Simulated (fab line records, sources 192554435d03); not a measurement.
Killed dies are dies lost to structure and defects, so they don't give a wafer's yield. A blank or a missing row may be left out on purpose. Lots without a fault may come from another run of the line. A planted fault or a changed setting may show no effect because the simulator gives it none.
Split-lot experiment | flow n5_finfet | 7 lots, 21 wafers read, on a route of 1938 steps

THE SPLIT
At N5_ZERO_LAYER_COAT_05 (resist thk 1000 nm), the setting spin_rpm was moved away from the recipe's 1500 rpm on 8 of the 21 wafers read, by -6.1% to +8.9%. The other wafers ran this setting at the recipe's value.

FROM THE SPLIT TO THE READING: what the file shows between them, 1 step
- N5_ZERO_LAYER_DESCUM_16: chemistry O2, time 7.9 s (also split here: time_s)

THE READING
coat_of_ZERO_LAYER_COAT_05.thk_nm (the simulator's own value, which no gauge read), in nm, at N5_ZERO_LAYER_ETCH_17 (etches SiO2 in CF4, target depth 12 nm, time 13.3 s). The file gives no usual value for it. The 13 wafers here that ran the recipe average 970.1 nm, standard deviation 3.7 nm.

wafer  | tool, chamber at the split | spin_rpm as run, rpm | against the recipe | coat_of_ZERO_LAYER_COAT_05.thk_nm, nm | against lot-mates on the recipe
L075.2 | litho_track-04, 0          | 1500                 | recipe             | 966.2                                 | -
L075.5 | litho_track-04, 0          | 1500                 | recipe             | 967.4                                 | -
L075.6 | litho_track-04, 0          | 1500                 | recipe             | 967.2                                 | -
L076.4 | litho_track-05, 0          | 1500                 | recipe             | 975.5                                 | -
L076.5 | litho_track-05, 0          | 1500                 | recipe             | 974.9                                 | -
L076.6 | litho_track-05, 0          | 1634                 | +8.9%              | 932.2                                 | -43.0
L081.2 | litho_track-05, 0          | 1500                 | recipe             | 975.2                                 | -
L081.3 | litho_track-05, 0          | 1409                 | -6.1%              | 1006                                  | +30.8
L081.4 | litho_track-05, 0          | 1409                 | -6.1%              | 1009                                  | +33.8
L082.1 | litho_track-04, 0          | 1500                 | recipe             | 967.9                                 | -
L082.3 | litho_track-04, 0          | 1500                 | recipe             | 965.8                                 | -
L082.5 | litho_track-04, 0          | 1433                 | -4.5%              | 991.2                                 | +24.4
L083.4 | litho_track-03, 0          | 1500                 | recipe             | 975.3                                 | -
L083.5 | litho_track-03, 0          | 1548                 | +3.2%              | 957.1                                 | -18.2
L083.6 | litho_track-03, 0          | 1548                 | +3.2%              | 958.4                                 | -16.9
L096.2 | litho_track-05, 0          | 1500                 | recipe             | 966.5                                 | -
L096.3 | litho_track-05, 0          | 1500                 | recipe             | 970                                   | -
L096.4 | litho_track-05, 0          | 1500                 | recipe             | 968                                   | -
L097.2 | litho_track-04, 0          | 1500                 | recipe             | 970.8                                 | -
L097.3 | litho_track-04, 0          | 1608                 | +7.2%              | 934.9                                 | -35.9
L097.5 | litho_track-04, 0          | 1608                 | +7.2%              | 933.1                                 | -37.7

THE FIT
A straight line over all 21 wafers: coat_of_ZERO_LAYER_COAT_05.thk_nm changes by -5.05 nm for each +1% of spin_rpm; r = -0.98; the points scatter about the line by 4.1 nm.
The same after taking each lot's own level away (the mean of its wafers on the recipe; 21 wafers): -5.14 nm for each +1%; r = -1.00; scatter 1.3 nm.
On that fit, the largest move of spin_rpm shifts the reading by 46 nm.
The lots' own levels span 966.85 to 975.30 nm, that is 2.3 times the standard deviation above.
So the lot-to-lot level changes the slope little: the two slopes agree.
Check: with one of the wafers moved furthest among these (+8.9%) left out of the fit, the line predicts -46.8 nm for it against its lot-mates. It came out at -43 nm against them.

OTHER SPLITS ON THESE WAFERS
These wafers also went through other splits before the reading. Each is held against what the fit with the lots' levels taken away leaves over:
other split on the same wafers | wafers away from the commonest value | r with coat_of_ZERO_LAYER_COAT_05.thk_nm (lot level and that fit taken away)
N5_ZERO_LAYER_PECVD_02 time_s  | 7                                    | -0.46
N5_ZERO_LAYER_DESCUM_16 time_s | 6                                    | +0.27

THE WHOLE CHAIN: every reading that the file lists as answering this split, in the file's order
step                   | what it does                                        | reading                                                                            | change (the file's fit)              | r (the file's)
N5_ZERO_LAYER_COAT_05  | resist thk 1000 nm                                  | coat_of_ZERO_LAYER_COAT_05.thk_nm (the simulator's own value, which no gauge read) | -5.03 nm for each +1% of the setting | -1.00
N5_ZERO_LAYER_ETCH_17  | etches SiO2 in CF4, target depth 12 nm, time 13.3 s | coat_of_ZERO_LAYER_COAT_05.thk_nm (the simulator's own value, which no gauge read) | -5.09 nm for each +1% of the setting | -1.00
N5_ZERO_LAYER_STRIP_24 | strips in O2                                        | strip_time_to_endpoint_s                                                           | withheld for each +1% of the setting | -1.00

THE FILE'S OWN FIT
coat_of_ZERO_LAYER_COAT_05.thk_nm changes by -5.09 nm for each +1% of spin_rpm, r = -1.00.
